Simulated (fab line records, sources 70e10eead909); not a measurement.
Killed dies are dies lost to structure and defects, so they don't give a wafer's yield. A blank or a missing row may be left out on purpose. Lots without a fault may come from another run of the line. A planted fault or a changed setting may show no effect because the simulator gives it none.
A struck lot beside a sound one | flow nand_harc | 17 steps out of a route of 1302
Sound: wafers L455.1, L455.3, L455.5. Struck: wafers L463.1, L463.4, L463.5. The cause comes at the end.
At each step with rows: each side's tool, then ch and its chambers, then its first start. Under that, the readings that differ: sound wafers | struck wafers | difference of the means | sigmas: that difference in standard deviations of wafers without a fault.
alike: readings whose means differ by less than 2 such deviations, and words and numbers that are the same on both sides. not compared: withheld readings, readings that some wafer has no value for, bounds like >300 that may hide the same value, and numbers for which the record gives no deviation and whose values overlap.
The two part at a step that has a row with sigmas, a row that says differs or no value, or rows on one side only. Numbers that don't overlap but have no deviation are shown without sigmas and don't part them. A reading that every wafer of one side lacks parts them only if that side has two wafers or more.

NHARC_A_M0_OVL_MEAS_10: pitch 160 nm.
  sound on overlay-01, day 25 20:25; struck on overlay-01, day 29 06:29
  alike: overlay_x_nm, overlay_y_nm
NHARC_A_M0_INSPECT_11:
  sound on defect_inspect-01, day 25 20:27; struck on defect_inspect-01, day 29 06:32
  alike: raw_defect_count
NHARC_A_M0_DESCUM_14: chemistry O2, time 3 s.
  sound on rie_diel-10 ch 2,3, day 25 20:31; struck on rie_diel-01 ch 0,2,3, day 29 06:35
  alike: drypump_motor_current_A, o2_flow_sccm, oes_product_au, rf_vpp_V, showerhead_plenum_p_Torr, throttle_valve_pct
  not compared: rf_hours_counter_h
then, 1 step without rows for these wafers: NHARC_A_M0_ETCH_34 (etches the open film in N2/H2, target depth 40 nm, overetch 12 nm, time 43.94 s).
NHARC_A_M0_ETCH_15: etches the open film in C4F8/Ar, target depth 150 nm, overetch 15 nm, time 82.5 s.
  sound on rie_diel-03 ch 1,3, day 25 20:43; struck on rie_diel-01 ch 0,1
  alike: oes_product_au, rf_vpp_V
  not compared: rf_hours_counter_h
NHARC_A_M0_CD_MEAS_16:
  sound on cd_sem-01, day 25 20:50; struck on cd_sem-01, day 29 06:53
  alike: cd_nm
then, 4 steps without rows for these wafers: NHARC_A_M0_STRIP_18 (strips in N2/H2); NHARC_A_M0_STRIP_19 (strips in post etch residue remover, time 600 s); NHARC_A_M0_DEGAS_28 (time 60 s); NHARC_A_M0_PRE_CLEAN_29 (time 30 s).
NHARC_A_M0_PVD_20: deposits TaN, target thk 5 nm, time 8.06 s.
  sound on pvd_sputter-02; struck on pvd_sputter-03
  alike: throttle_valve_pct
NHARC_A_M0_PVD_21: deposits Cu, target thk 30 nm, time 20.49 s.
  sound on pvd_sputter-02; struck on pvd_sputter-03
  alike: throttle_valve_pct
NHARC_A_M0_ECD_22: material Cu, target thk 400 nm.
  sound on ecd_cu-01 ch 1, day 25 21:52; struck on ecd_cu-01 ch 1, day 29 07:53
NHARC_A_M0_ANNEAL_30: time 90 s.
  sound on rtp_anneal-02 ch 0, day 25 22:11; struck on rtp_anneal-01 ch 0, day 29 08:16
  alike: anneal_temp_c_max, wafer_temp_C_max
NHARC_A_M0_CMP_23: polishes, t overpolish 20 s, target thk 113.75 nm.
  sound on cmp-01 ch 2,3, day 25 22:32; struck on cmp-02 ch 1,3, day 29 08:38
  reading                | sound          | struck         | difference | sigmas
  time_to_endpoint_s (s) | 26.3 27.8 26.4 | 42.7 38.4 37.8 | +12.8      | +4
  alike: edge_zone_pressure_frac, motor_current_A, slurry_filter_dp_kPa
NHARC_A_M0_THK_MEAS_24: measures by xrf.
  sound on film_metro-01, day 25 22:51; struck on film_metro-02, day 29 08:55
  alike: thk_nm
NHARC_END_SORT_01:
  sound on prober-02 ch 0, day 27 11:13; struck on prober-02 ch 0, day 30 22:38
  alike: defect_limited_yield, killed_at_array, killed_at_other, killed_at_periphery, killed_dies, killed_open, killed_short

WHERE THEY PART
Only at NHARC_A_M0_CMP_23, within this record. Later steps at which nothing parts them and some readings are alike: NHARC_A_M0_THK_MEAS_24, NHARC_END_SORT_01.

WHY: what the simulator had put in
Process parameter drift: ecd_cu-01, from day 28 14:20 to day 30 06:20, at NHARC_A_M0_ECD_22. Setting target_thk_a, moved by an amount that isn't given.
